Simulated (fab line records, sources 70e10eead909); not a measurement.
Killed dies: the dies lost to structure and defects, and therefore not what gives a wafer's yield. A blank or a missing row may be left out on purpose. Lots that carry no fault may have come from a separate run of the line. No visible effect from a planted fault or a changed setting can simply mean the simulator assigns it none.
fab line records	flow nandHarc
record: lots: 11	wafers: 33	lastDay: 33
route steps=1302 shown P_GATE@148 END@1302
lots untouched by any fault: they come from a run of this same line in which no faults occurred
startH: the number of hours between the record's first day and the start of the first shown wafer of the lot	waitH: hours elapsed since this lot's preceding step	" repeats the value in the row above	L1.1+2: one row covering several wafers at once	- no value present, or no start provided	* or withheld: withheld	< > ~ a bound
route shown NAME@n: NAME is a module with steps in the file, n the number in the route of the first one	usual: mean/standard deviation of fault-free wafers	same: alike in all rows	chamber/n: place in a boat	sites: readings site by site	_std_site: the standard deviation of these	_edge_site: outer sites' mean less inner sites'	radiusMm: how far each site lies from the wafer's centre	mask NAME#n: copy n	behind: tool/chamber where the wafer was last shaped	hold: cause of the lot's hold/its duration in hours/its outcome	device: transistor that didn't switch, given as n, p or np	end of line: tests of these same wafers at the route's end	a step given without rows: its recipe and nothing more	killed: not the wafer's yield, but the dies lost to structure and defects at the first sort	map: a wafer's dies, marking killed ones x, the rest . and places with no die _
set.NAME: the setting as run; set.NAME@STEP: as run at that earlier step	model.NAME: the simulator's own value behind a step, which no gauge read
a sample of lots followed through the steps of the route, with each step as a table and each wafer as a row
services: a tool's chamber out of use, with start hour (startH, from the record's first day; less than 0 if before it), hours out, and reason
== steps ==
step: NHARC_P_GATE_ETCH_114
recipe: targetDepthA: 300	overetchA: 30	timeS: 16.5	ionEnergyEv: 100	cf4FlowSccm: 80	o2FlowSccm: 20	arFlowSccm: 0	rfW: 300	biasW: 100	chemistry: CF4/O2
usual: drypumpMotorCurrentA: 5.7/0.41	oes_o_777_au: 1.000/0.0046	oesProductAu: 1.000/0.012	rfVppV: 198.1/1.4	showerheadPlenumPTorr: 1.34/0.059	throttleValvePct: 13.397/0.0093
same: timeS: 16.5
lot.wafer	tool	chamber	startH	waitH	drypumpMotorCurrentA	oes_o_777_au	oesProductAu	rfHoursCounterH	rfVppV	showerheadPlenumPTorr	throttleValvePct
L589.3	rieDiel-01	3	-	-	5.9	1.005	1.015	4.4	196.6	1.33	13.384
L589.5	"	0	"	"	6.4	1.005	1.003	-	196.4	1.28	13.392
L589.6	"	1	"	"	6.0	1.007	0.997	-	198.5	1.40	13.396
L591.3	rieDiel-04	1	-	-	5.0	1.004	1.008	6.3	197.7	1.35	13.407
L591.1	"	2	"	"	5.8	1.002	0.995	6.2	199.6	1.43	13.381
L591.6	"	1	"	"	5.0	1.002	1.005	-	196.6	1.35	13.403
L593.4	rieDiel-11	0	-	-	6.1	1.007	0.995	1.7	198.1	1.37	13.396
L593.2	"	2	"	"	5.9	1.004	1.018	2.5	198.6	1.36	13.390
L593.5	"	0	"	"	6.1	0.999	0.989	-	196.6	1.37	13.399
L601.2	rieDiel-11	3	-	-	5.4	1.004	0.979	7.8	197.5	1.38	13.412
L601.1	"	0	"	"	6.1	0.994	0.991	6.1	198.3	1.37	13.384
L601.6	"	2	"	"	5.9	1.000	1.016	-	198.6	1.36	13.401
L602.4	rieDiel-11	2	-	-	5.9	1.002	1.013	10.2	199.2	1.36	13.401
L602.3	"	0	"	"	6.1	0.994	0.995	7.5	198.5	1.37	13.401
L602.1	"	1	"	"	5.6	0.997	1.025	7.3	199.4	1.42	13.400
L605.3	rieDiel-04	1	-	-	5.0	1.000	0.994	4.0	196.7	1.35	13.390
L605.6	"	3	"	"	5.2	0.998	0.989	-	196.1	1.25	13.396
L605.5	"	0	"	"	5.4	0.998	1.008	-	194.5	1.28	13.404
L606.4	rieDiel-04	2	-	-	5.8	1.009	0.999	3.4	198.6	1.43	13.396
L606.1	"	3	"	"	5.2	1.000	0.985	4.1	195.9	1.25	13.391
L606.6	"	2	"	"	5.7	1.003	0.998	-	198.8	1.42	13.394
L607.2	rieDiel-04	3	-	-	5.2	1.004	0.962	4.3	198.2	1.25	13.401
L607.3	"	1	"	"	4.9	1.004	0.994	4.5	198.3	1.35	13.390
L607.5	"	3	"	"	5.3	1.005	0.963	-	196.2	1.25	13.394
L609.1	rieDiel-01	0	-	-	6.4	1.000	0.990	6.2	196.3	1.28	13.415
L609.3	"	1	"	"	6.0	0.998	0.995	6.5	197.2	1.39	13.400
L609.5	"	3	"	"	5.9	0.993	1.002	-	196.7	1.32	13.388
L611.1	rieDiel-04	0	-	-	5.4	1.000	1.001	8.4	197.8	1.28	13.390
L611.4	"	2	"	"	5.8	0.999	0.998	6.5	199.0	1.42	13.391
L611.5	"	1	"	"	5.0	0.992	1.007	-	197.2	1.35	13.394
L612.2	rieDiel-04	1	-	-	5.0	0.993	0.993	8.8	198.3	1.35	13.400
L612.3	"	2	"	"	5.8	1.003	0.995	7.6	199.7	1.42	13.401
L612.6	"	1	"	"	5.0	1.001	0.997	-	198.2	1.35	13.400
step: NHARC_P_GATE_ETCH_32
recipe: targetDepthA: 1500	overEtchFrac: 1	overEtchIonEnergyEv: 40	timeS: 100.1	hbrFlowSccm: 150	cl2FlowSccm: 50	rfW: 400	icpW: 400	biasW: 100	chemistry: HBr/Cl2
usual: drypumpMotorCurrentA: 5.5/0.44	heBacksideLeakSccm: 2.7/0.33	oesProductAu: 1.000/0.015	throttleValvePct: 26.407/0.0092
same: timeS: 100.1
lot.wafer	tool	chamber	startH	waitH	drypumpMotorCurrentA	heBacksideLeakSccm	oesProductAu	rfHoursCounterH	throttleValvePct
L589.3	rieSi-01	2	96.74	-	6.7	2.6	0.991	0.55	26.420
L589.6	"	3	"	"	5.1	3.0	1.012	-	26.412
L589.5	"	0	"	"	5.7	2.8	0.988	-	26.392
L591.1	rieSi-04	3	121.94	-	5.4	2.7	1.008	0.61	26.409
L591.3	"	1	"	"	5.1	2.7	0.983	0.74	26.412
L591.6	"	3	"	"	5.4	2.6	0.995	-	26.402
L593.2	rieSi-01	2	135.38	-	6.7	2.6	1.001	0.74	26.401
L593.4	"	3	"	"	5.1	5.2	1.018	0.82	26.406
L593.5	"	2	"	"	6.7	2.5	0.993	-	26.408
L601.1	rieSi-03	0	216.67	-	5.6	2.5	1.007	0.94	26.417
L601.2	"	2	"	"	5.1	3.0	1.018	1.12	26.419
L601.6	"	3	"	"	5.4	2.7	0.994	-	26.399
L602.4	rieSi-01	1	239.15	-	5.0	2.4	0.993	0.16	26.408
L602.1	"	2	"	"	6.7	2.5	1.004	0.13	26.417
L602.3	"	0	"	"	5.7	2.9	0.987	0.18	26.391
L605.3	rieSi-04	3	260.72	-	5.4	2.7	1.021	0.66	26.403
L605.5	"	2	"	"	5.7	2.6	1.016	-	26.428
L605.6	"	3	"	"	5.4	2.6	1.014	-	26.408
L606.4	rieSi-01	0	268.30	-	5.7	2.8	0.988	0.34	26.401
L606.1	"	1	"	"	5.0	2.5	0.986	0.36	26.396
L606.6	"	2	"	"	6.7	2.8	1.000	-	26.402
L607.3	rieSi-01	0	276.20	-	5.7	2.9	0.991	0.38	26.403
L607.2	"	3	"	"	5.1	3.1	0.988	0.39	26.408
L607.5	"	1	"	"	5.0	2.5	0.999	-	26.417
L609.1	rieSi-04	1	297.50	-	5.1	2.8	1.019	0.91	26.407
L609.3	"	2	"	"	5.7	2.7	0.992	0.98	26.415
L609.5	"	0	"	"	5.5	2.4	0.982	-	26.393
L611.1	rieSi-01	2	318.58	-	6.6	2.8	1.005	0.60	26.417
L611.5	"	3	"	"	5.1	3.1	1.015	-	26.399
L611.4	"	0	"	"	5.7	2.8	0.995	-	26.409
L612.3	rieSi-01	0	327.82	-	5.7	2.7	0.984	0.82	26.414
L612.2	"	3	"	"	5.1	3.1	1.003	0.75	26.408
L612.6	"	0	"	"	5.7	2.8	0.985	-	26.396
step: NHARC_P_GATE_STRIP_108
recipe: o2FlowSccm: 500	arFlowSccm: 0	biasW: 0	chemistry: O2
usual: drypumpMotorCurrentA: 5.6/0.37	oesProductAu: 1.000/0.012	rfVppV: 57.8/0.88	showerheadPlenumPTorr: 3.57/0.15	throttleValvePct: 17.038/0.0094
lot.wafer	tool	chamber	startH	waitH	drypumpMotorCurrentA	oesProductAu	rfHoursCounterH	rfVppV	showerheadPlenumPTorr	throttleValvePct
L589.3	rieDiel-04	0	96.85	-	5.4	0.997	4.0	57.0	3.41	17.044
L589.5	"	0	"	"	5.4	1.007	-	58.5	3.41	17.033
L589.6	"	1	"	"	5.0	1.008	-	57.6	3.56	17.054
L591.3	rieDiel-01	2	122.10	-	5.7	0.982	5.4	57.4	3.74	17.035
L591.1	"	3	"	"	5.9	1.014	6.1	57.4	3.51	17.030
L591.6	"	1	"	"	6.0	0.991	-	58.3	3.68	17.028
L593.2	rieDiel-11	2	135.54	-	5.9	1.003	2.5	58.7	3.59	17.040
L593.4	"	0	"	"	6.1	0.990	1.7	56.3	3.62	17.039
L593.5	"	1	"	"	5.6	1.015	-	57.4	3.75	17.047
L601.2	rieDiel-04	1	216.82	-	5.0	1.000	1.2	58.1	3.56	17.045
L601.1	"	0	"	"	5.4	1.005	1.6	57.1	3.40	17.033
L601.6	"	2	"	"	5.8	0.987	-	57.6	3.76	17.042
L602.1	rieDiel-04	2	239.32	-	5.8	0.984	2.4	57.9	3.76	17.041
L602.4	"	3	"	"	5.3	0.992	2.8	58.0	3.31	17.050
L602.3	"	0	"	"	5.4	1.006	3.6	58.2	3.40	17.054
L605.3	rieDiel-04	1	260.88	-	5.0	0.988	4.0	56.6	3.56	17.031
L605.5	"	0	"	"	5.4	1.009	-	57.7	3.40	17.029
L605.6	"	1	"	"	5.0	1.004	-	57.2	3.56	17.035
L606.1	rieDiel-04	0	268.45	-	5.4	1.004	5.1	57.1	3.40	17.052
L606.4	"	2	"	"	5.8	1.005	3.4	59.6	3.76	17.031
L606.6	"	3	"	"	5.3	0.996	-	56.6	3.31	17.038
L607.2	rieDiel-11	1	276.35	-	5.6	1.029	0.5	57.7	3.75	17.036
L607.3	"	2	"	"	5.9	1.016	0.5	57.6	3.59	17.043
L607.5	"	1	"	"	5.6	1.033	-	58.1	3.75	17.039
L609.3	rieDiel-04	2	297.66	-	5.8	0.998	4.9	58.3	3.75	17.010
L609.1	"	3	"	"	5.2	0.984	5.7	55.8	3.31	17.040
L609.5	"	0	"	"	5.4	1.011	-	58.1	3.40	17.040
L611.1	rieDiel-11	3	318.79	-	5.3	1.004	1.4	58.4	3.63	17.035
L611.4	"	1	"	"	5.6	1.023	1.7	58.6	3.74	17.020
L611.5	"	2	"	"	5.9	1.002	-	58.8	3.59	17.040
L612.3	rieDiel-04	1	327.98	-	5.0	1.002	8.8	57.3	3.56	17.029
L612.2	"	3	"	"	5.3	0.983	7.7	59.0	3.31	17.052
L612.6	"	1	"	"	5.0	1.005	-	58.7	3.56	17.042
step: NHARC_P_GATE_ETCHBACK_37
recipe: targetDepthA: 345	timeS: 17.2	chf3FlowSccm: 50	o2FlowSccm: 10	arFlowSccm: 200	rfW: 500	biasW: 200	chemistry: CHF3/O2
usual: drypumpMotorCurrentA: 5.7/0.36	oesProductAu: 0.95/0.035	rfVppV: 371.6/2.3	runLengthS: 38.6/0.46	showerheadPlenumPTorr: 2.45/0.095	throttleValvePct: 20.573/0.0084
lot.wafer	tool	chamber	startH	waitH	drypumpMotorCurrentA	oesProductAu	rfHoursCounterH	rfVppV	runLengthS	showerheadPlenumPTorr	throttleValvePct
L589.3	rieDiel-11	1	107.10	-	5.6	1.01	0.7	374.5	39.1	2.56	20.564
L589.6	"	3	"	"	5.4	0.99	-	373.4	38.1	2.47	20.583
L589.5	"	0	"	"	6.1	1.01	-	372.1	38.9	2.46	20.567
L591.3	rieDiel-11	3	132.28	-	5.3	0.98	2.4	372.2	38.8	2.47	20.569
L591.1	"	0	"	"	6.1	1.00	1.6	373.1	39.0	2.46	20.563
L591.6	"	3	"	"	5.4	0.99	-	372.3	49.9	2.47	20.573
L593.2	rieDiel-11	3	145.62	-	5.4	0.91	4.0	373.0	38.1	2.47	20.564
L593.4	"	0	"	"	6.1	0.93	2.6	370.8	50.4	2.46	20.572
L593.5	"	2	"	"	5.9	0.94	-	372.6	38.2	2.45	20.573
L601.2	rieDiel-11	0	227.08	-	6.1	0.93	6.6	372.7	39.1	2.46	20.575
L601.1	"	1	"	"	5.6	0.96	6.8	375.0	39.0	2.55	20.590
L601.6	"	0	"	"	6.1	0.94	-	371.8	38.9	2.46	20.573
L602.1	rieDiel-01	0	249.46	-	6.4	0.92	2.0	367.5	37.6	2.30	20.574
L602.4	"	1	"	"	6.0	0.93	1.7	372.5	38.9	2.51	20.568
L602.3	"	2	"	"	5.7	0.93	1.3	372.4	38.6	2.55	20.565
L605.3	rieDiel-11	2	271.04	-	5.9	1.01	0.2	371.8	38.2	2.44	20.575
L605.5	"	1	"	"	5.6	1.03	-	374.4	39.0	2.55	20.579
L605.6	"	2	"	"	5.9	1.01	-	373.7	38.6	2.44	20.572
L606.4	rieDiel-01	0	278.71	-	6.4	0.98	4.9	366.9	37.7	2.30	20.566
L606.1	"	1	"	"	6.0	0.99	5.0	373.2	39.2	2.51	20.576
L606.6	"	1	"	"	6.0	0.99	-	373.9	39.2	2.51	20.562
L607.2	rieDiel-11	0	286.56	-	6.1	1.03	0.1	372.6	39.6	2.46	20.574
L607.3	"	1	"	"	5.6	0.95	0.6	372.1	39.0	2.55	20.578
L607.5	"	2	"	"	5.9	0.94	-	370.8	38.3	2.44	20.586
L609.1	rieDiel-04	0	307.72	-	5.4	0.93	7.8	369.4	38.3	2.31	20.578
L609.3	"	1	"	"	5.0	0.93	7.2	371.2	38.8	2.42	20.567
L609.5	"	2	"	"	5.8	0.92	-	373.8	38.8	2.56	20.582
L611.1	rieDiel-11	1	328.91	-	5.6	0.93	2.2	372.7	38.9	2.55	20.576
L611.5	"	1	"	"	5.6	0.93	-	373.4	39.2	2.55	20.574
L611.4	"	0	"	"	6.1	0.93	-	373.5	39.0	2.46	20.574
L612.2	rieDiel-11	2	338.38	-	5.9	0.93	2.2	372.2	38.7	2.44	20.573
L612.3	"	0	"	"	6.1	0.94	2.0	371.6	38.9	2.46	20.568
L612.6	"	2	"	"	5.9	0.93	-	371.4	38.4	2.44	20.592
step: NHARC_END_SORT_01
recipe: tempC: 25
usual: killedAtArray: 52/18	killedAtOther: 1.0/1.4	killedAtPeriphery: 3.1/2.3	killedDies: 56/17	killedOpen: 3.0/1.7	killedShort: 2.5/1.7
same: grossDies: 677
lot.wafer	tool	chamber	startH	waitH	killedAtArray	killedAtOther	killedAtPeriphery	killedDies	killedOpen	killedShort
L591.1	prober-02	0	567.69	2.5	93	0	2	95	8	2
L591.3	prober-02	0	569.28	3.1	78	0	1	79	0	1
L591.6	prober-02	0	571.66	4.0	93	0	584	677	1	3
L593.2	prober-01	0	612.54	2.8	60	0	5	65	4	3
L593.4	prober-01	0	614.15	3.4	59	2	616	677	2	1
L593.5	prober-01	0	614.95	3.7	84	2	3	89	3	2
L606.4	prober-01	0	712.25	3.4	41	0	3	44	4	2
killed by level:class
L591.1 A_CHANNEL_HOLE_D2:chamberFilmFlake=31 A_CHANNEL_HOLE_D1:chamberFilmFlake=22 A_SLIT:chamberFilmFlake=19 A_CONTACT:chamberFilmFlake=5 A_STAIRCASE:chamberFilmFlake=3 A_CHANNEL_FILL_D2:geometricParticle:open=2 A_M1:geometricParticle:open=2 A_WL_FILL:chamberFilmFlake=2
L591.3 A_CHANNEL_HOLE_D1:chamberFilmFlake=28 A_CHANNEL_HOLE_D2:chamberFilmFlake=21 A_SLIT:chamberFilmFlake=18 A_CONTACT:chamberFilmFlake=3 A_CHANNEL_FILL_D1:chamberFilmFlake=2 A_WL_FILL:chamberFilmFlake=2 A_CONTACT:unspecified=2 A_CHANNEL_FILL_D1:geometricParticle:short=1
L591.6 P_GATE:areaEtchback=582 A_CHANNEL_HOLE_D1:chamberFilmFlake=31 A_CHANNEL_HOLE_D2:chamberFilmFlake=25 A_SLIT:chamberFilmFlake=19 A_WL_FILL:chamberFilmFlake=4 A_STAIRCASE:chamberFilmFlake=3 A_CONTACT:unspecified=3 A_CHANNEL_FILL_D1:geometricParticle:short=2
L593.2 A_SLIT:chamberFilmFlake=22 A_CHANNEL_HOLE_D1:chamberFilmFlake=18 A_CHANNEL_HOLE_D2:chamberFilmFlake=11 P_CONTACT:geometricParticle:open=2 P_ZERO_WELL:chamberFilmFlake=2 A_CHANNEL_FILL_D1:chamberFilmFlake=2 A_DECK1_JOINT:chamberFilmFlake=2 P_M0:geometricParticle:open=1
L593.4 P_GATE:areaEtchback=614 A_SLIT:chamberFilmFlake=22 A_CHANNEL_HOLE_D2:chamberFilmFlake=14 A_CHANNEL_HOLE_D1:chamberFilmFlake=13 A_STAIRCASE:chamberFilmFlake=3 A_WL_FILL:chamberFilmFlake=2 A_M1:chamberFilmFlake=2 THIN_TSV:chamberFilmFlake=2
L593.5 A_CHANNEL_HOLE_D1:chamberFilmFlake=26 A_SLIT:chamberFilmFlake=24 A_CHANNEL_HOLE_D2:chamberFilmFlake=20 A_CONTACT:chamberFilmFlake=3 A_STAIRCASE:chamberFilmFlake=3 P_ZERO_WELL:chamberFilmFlake=2 A_DECK1_JOINT:chamberFilmFlake=2 THIN_TSV:chamberFilmFlake=2
L606.4 A_CHANNEL_HOLE_D1:chamberFilmFlake=20 A_STAIRCASE:chamberFilmFlake=6 A_CONTACT:chamberFilmFlake=6 A_SLIT:chamberFilmFlake=3 P_STI:geometricParticle:open=1 P_CONTACT:geometricParticle:open=1 A_CHANNEL_FILL_D1:geometricParticle:open=1 A_CHANNEL_FILL_D1:geometricParticle:short=1
== services ==
tool	chamber	startH	hours	kind
rieDiel-11	-	78.50	9.0	pm
rieDiel-01	0	98.42	22.5	repair
rieDiel-04	3	113.60	2.4	repair
rieSi-03	-	123.06	0.2	repair
rieDiel-04	1	126.25	39.3	repair
rieSi-01	-	142.04	0.8	repair
rieDiel-11	1	155.33	12.0	repair
rieSi-04	0	160.27	2.7	repair
rieSi-04	-	165.00	9.0	pm
rieDiel-04	-	177.90	9.0	pm
rieSi-01	-	193.00	9.0	pm
rieDiel-01	-	203.80	9.0	pm
rieSi-03	-	221.00	9.0	pm
rieDiel-11	1	230.55	4.0	repair
rieDiel-11	-	234.75	0.2	repair
rieDiel-11	-	255.50	9.0	pm
rieDiel-11	0	269.67	9.7	repair
rieSi-04	3	304.78	3.5	repair
rieDiel-11	-	311.39	0.4	repair
rieSi-01	-	314.30	0.4	repair
rieSi-01	1	315.39	3.3	repair
rieDiel-11	3	322.31	9.8	repair
rieDiel-01	1	326.90	7.0	repair
rieSi-01	1	336.68	1.3	repair
== key ==
firstSign: step: NHARC_P_GATE_ETCHBACK_37	reading: runLengthS	direction: up	sigmas: 25	usual: *	struck: *
effect: step: NHARC_END_SORT_01	reading: killedAtPeriphery	direction: up	sigmas: 99+	usual: 3.1	struck: 600
moreKillsBornAt: NHARC_P_GATE_ETCHBACK_37@rieDiel-11: 1196
metAt NHARC_P_GATE_ETCHBACK_37
struckLots L591,L593
struckWafers L591.6,L593.4
laterRowsLeftOut L591.6,L593.4
testerLeftOut L591,L593
notActingAt NHARC_P_GATE_ETCH_114,NHARC_P_GATE_ETCH_32,NHARC_P_GATE_STRIP_108
onsetBetween 107.10 132.28
fault: kind: processParameterDrift	tool: rieDiel-11	chamber: -	onsetH: 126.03	steps: NHARC_P_GATE_ETCHBACK_37	channel: timeS	offset: *	shape: step	endH: 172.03	scope: struckWafersOnly	actsIn: *	stated: *
testerLeftOut: of these lots the tester's yield and bins aren't shown, on N5 and GAA mostly nor the transistor test; their killed dies are dies lost to structure and defects alone, not to doping, threshold or leakage, so they don't give the yield
laterRowsLeftOut: the simulator's readings of these wafers behind a module that went badly wrong aren't trusted and aren't shown, but for the sort
